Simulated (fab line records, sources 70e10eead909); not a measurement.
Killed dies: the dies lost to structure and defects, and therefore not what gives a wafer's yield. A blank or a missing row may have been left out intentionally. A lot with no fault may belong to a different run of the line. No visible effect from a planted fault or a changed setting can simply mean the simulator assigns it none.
One fault through the eyes of 2 desks    flow nand harc    numbers are kept per desk, each desk with only its own; the story behind them comes last

## THE DEFECT DESK
Per lot, the means of the sampled wafers with a number show what the inspections along the route counted. The brackets show how far a lot's mean lies from the usual mean; more than 4 standard deviations puts the lot out of limits, marked OUT.
Columns: A = raw defect count at NHARC_A_BLC_INSPECT_12, usual 28
lot   first seen here  A
L968  day 17 13:55     24
L969  day 17 14:12     15
L970  day 17 23:32     10
L972  day 18 10:01     13
L974  day 19 01:12     43
L980  day 20 00:06     9
L981  day 20 06:26     16
L983  day 20 21:09     34
L984  day 21 03:23     41
L985  day 21 15:05     32
L986  day 21 15:37     16
L989  day 21 19:49     51
L990  day 22 12:52     21
L991  day 23 20:55     46
This desk's finding: nothing out of limits on any of the 14 lots.

## TOOL OWNER'S DESK, pvd sputter-02
The tool's own readings at NHARC_A_BLC_PVD_32 (deposits Ti, target thk 5 nm, time 17.7 s): means of the sampled wafers that have a number, for each lot that ran on this tool. The brackets show how far a lot's mean lies from the usual mean; more than 4 standard deviations puts the lot out of limits, marked OUT.
Columns: A = cathode dc power W at NHARC_A_BLC_PVD_32, usual 4999.8 W; B = chamber pressure pa at NHARC_A_BLC_PVD_32, usual 4.999 Pa; C = throttle valve pct at NHARC_A_BLC_PVD_32, usual 30.7 %
lot   first seen here  A       B      C
L974  day 19 03:13     5000.4  5.001  29.9
L980  day 20 01:54     5000.8  5.003  30.3
L985  day 21 16:52     4999.4  4.983  30.4
L989  day 21 21:34     4999.4  4.997  31.5
L991  day 23 22:58     4999.3  4.999  30.3
This desk's finding: nothing out of limits on any of the 5 lots.

## BROUGHT TOGETHER
No out-of-limits result turned up at the defect desk.
The desk of the tool owner found nothing out of limits.

## WHAT THE SIMULATOR HAD PUT IN
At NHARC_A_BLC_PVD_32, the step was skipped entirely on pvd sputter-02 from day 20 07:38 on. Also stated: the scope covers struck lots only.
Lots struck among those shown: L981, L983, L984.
